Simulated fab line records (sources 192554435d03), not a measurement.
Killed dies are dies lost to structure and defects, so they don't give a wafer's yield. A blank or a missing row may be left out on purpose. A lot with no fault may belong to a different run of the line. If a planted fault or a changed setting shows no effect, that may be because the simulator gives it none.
Which tool was responsible? -- flow n5_finfet -- Sampling: 9 lots, 27 wafers, 2 of 1938 route steps

## WHAT THE GAUGES SHOWED, per wafer
N5_BEOL_M4_RC_MEAS_101.
lot,measured,on,DIBL_N (mV/V),DIBL_P (mV/V),IOFF_N (nA/um),IOFF_P (nA/um),ION_N (uA/um),ION_P (uA/um),SS_N (mV/dec),SS_P (mV/dec),VT_N (mV),VT_P (mV)
L194,day 8 08:29,prober-01,35.7 36.7 35.8,35.7 36.6 35.5,0.152 0.157 0.149,0.207 0.215 0.198,677 676 664,464 468 460,71.3 71.8 71.7,73.3 73.8 74.5,249.9 249.4 251.1,-250.3 -251.7 -249.5
L196,day 8 18:28,prober-01,37.2 38.2 34.9,39.2 39.4 36.1,0.161 0.176 0.127,0.217 0.220 0.173,673 674 660,462 460 453,71.3 72.0 71.1,73.6 73.9 72.8,252.4 250.6 256.3,-251.4 -250.6 -252.3
L202,day 10 08:18,prober-02,37.3 36.9 38.4,36.8 34.5 37.2,0.157 0.142 0.170,0.208 0.175 0.222,676 670 679,460 454 466,71.5 71.5 71.0,73.1 72.3 73.1,250.6 249.8 250.6,-246.9 -251.8 -248.8
L203,day 10 14:41,prober-02,35.1 34.4 33.7,37.2 36.2 35.3,0.155 0.144 0.133,0.237 0.221 0.204,672 669 662,468 458 461,71.5 71.2 71.7,73.1 73.0 72.8,249.5 250.6 252.6,-246.7 -246.5 -252.6
L208,day 11 13:08,prober-02,36.7 37.1 37.5,36.3 36.5 38.4,0.153 0.157 0.169,0.211 0.212 0.252,667 678 690,461 467 474,71.8 71.4 71.5,73.5 73.0 74.4,250.2 248.7 245.7,-251.3 -250.3 -248.6
L210,day 12 04:40,prober-01,37.4 37.3 37.6,37.4 37.3 37.9,0.165 0.157 0.167,0.216 0.215 0.225,673 661 669,456 459 466,72.4 72.3 71.7,73.7 73.1 73.4,249.8 250.2 250.1,-250.1 -250.8 -247.8
L211,day 12 13:58,prober-02,36.0 34.9 35.9,38.0 37.0 38.0,0.171 0.152 0.169,0.222 0.204 0.232,670 670 677,463 466 467,71.5 71.0 71.0,73.3 72.7 73.0,250.0 250.4 249.7,-248.7 -249.4 -247.9
L212,day 12 16:26,prober-01,36.9 37.9 37.3,37.3 38.5 37.8,0.160 0.186 0.171,0.221 0.218 0.209,665 686 677,459 461 460,71.8 71.9 71.3,73.4 73.7 73.5,252.5 247.3 247.6,-247.9 -250.5 -250.5
L213,day 12 20:07,prober-01,36.3 37.1 36.7,36.7 38.9 37.9,0.151 0.177 0.158,0.195 0.230 0.207,665 673 665,456 466 453,71.5 71.9 72.0,73.4 74.6 74.0,249.9 247.2 250.0,-251.6 -249.3 -247.9

## EACH LOT AND THE TOOL THAT RAN IT (in order: tool; ch and the chambers of the sampled wafers; start)
lot,N5_BEOL_M1_EXPOSE_08
L194,"euv_scanner-02 ch 0, day 6 06:22"
L196,"euv_scanner-01 ch 0, day 6 20:10"
L202,"euv_scanner-01 ch 0, day 8 09:56"
L203,"euv_scanner-01 ch 0, day 8 14:49"
L208,"euv_scanner-02 ch 0, day 9 18:17"
L210,"euv_scanner-02 ch 0, day 10 03:40"
L211,"euv_scanner-02 ch 0, day 10 16:55"
L212,"euv_scanner-02 ch 0, day 10 19:56"
L213,"euv_scanner-02 ch 0, day 11 00:19"
- N5_BEOL_M1_EXPOSE_08: exposes mask M1.

## AS READ BY THE TOOLS THEMSELVES (means over the sampled wafers that have a number; for cases with no such wafer, the mark the record gives instead)
The record holds no such reading with a usual standard deviation.

## THE ANSWER, worked out from the rows above alone
Rule: the lots themselves supply what counts as usual. Put in order of their means at a reading, lots are off if they are a third of the lots or fewer, leave a main group of 4 or more, and stand apart from it by a gap of 3 or more times the standard deviation of the main group's means; of several such gaps the widest counts. A main group is skipped when, at the precision printed for the reading in the tables above, its means are all equal. A lot without any number at a reading at which 4 lots or more have one is off too. All remaining lots with rows at the step are treated as sound. After the gauges, taken in route order, come the tools' own readings; for these a lot's mean is taken, as printed above. The first step at which some lot is off is used, and at that step the reading that is off furthest; a lot without a number counts as furthest.
Nothing can be told from this: no lot is off at any reading shown.

## WHAT WAS PUT IN BY THE SIMULATOR
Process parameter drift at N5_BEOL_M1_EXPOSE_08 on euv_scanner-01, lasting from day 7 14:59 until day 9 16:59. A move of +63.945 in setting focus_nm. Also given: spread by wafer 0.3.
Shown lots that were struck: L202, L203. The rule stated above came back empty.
